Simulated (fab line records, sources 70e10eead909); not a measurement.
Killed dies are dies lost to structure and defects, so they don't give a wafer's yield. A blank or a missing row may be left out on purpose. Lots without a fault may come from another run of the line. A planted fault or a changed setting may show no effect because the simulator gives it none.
Chamber matching | flow nand_harc | NHARC_A_M0_DESCUM_14 on rie_diel-03: 4 sister chambers
The step chemistry O2, time 3 s. 8 wafers are shown with their chamber, then 10 later ones without.

WAFERS WITH THEIR CHAMBER
wafer  | chamber | drypump_motor_current_A (A) | rf_vpp_V (V)
L076.2 | 3       | 5.7                         | 56.8
L082.2 | 3       | 5.6                         | 57.6
L081.5 | 2       | 6.0                         | 58.7
L084.6 | 2       | 6.0                         | 57.4
L086.3 | 0       | 5.5                         | 56.5
L086.6 | 1       | 6.0                         | 57.2
L088.3 | 0       | 5.5                         | 57.2
L088.4 | 1       | 6.0                         | 57.7

WAFERS WITHOUT THEIR CHAMBER
wafer  | drypump_motor_current_A (A) | rf_vpp_V (V)
L088.6 | 6.0                         | 57.7
L091.2 | 6.0                         | 57.6
L091.3 | 5.5                         | 57.4
L091.6 | 5.5                         | 56.5
L093.2 | 6.0                         | 56.9
L093.3 | 5.7                         | 57.6
L093.4 | 6.1                         | 58.2
L095.1 | 6.0                         | 57.8
L095.2 | 5.7                         | 56.8
L095.5 | 5.9                         | 58.3

WHICH CHAMBER EACH WENT THROUGH
wafer  | from the rows above     | in truth
L088.6 | can't be placed: 1 or 2 | 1
L091.2 | can't be placed: 1 or 2 | 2
L091.3 | 0                       | 0
L091.6 | 0                       | 0
L093.2 | can't be placed: 1 or 2 | 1
L093.3 | 3                       | 3
L093.4 | can't be placed: 2 or 1 | 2
L095.1 | can't be placed: 2 or 1 | 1
L095.2 | 3                       | 3
L095.5 | can't be placed: 2 or 1 | 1
Placed correctly: 4 of 10. Can't be placed from these rows: 6 (the true chamber is among the candidates in 6). Placed wrongly: 0.
How it was worked out, from the rows above alone: a wafer's distance from a chamber is the root of the sum, over the readings, of the square of ((its reading less the chamber's mean) divided by the reading's scatter). The wafer belongs to the nearest chamber; if the next one is less than 2 further off, it can't be placed. A chamber's mean is the mean of its shown wafers. The scatter: the root of (the sum of the squares of (reading less its chamber's mean) over the shown wafers, divided by (wafers less chambers)).
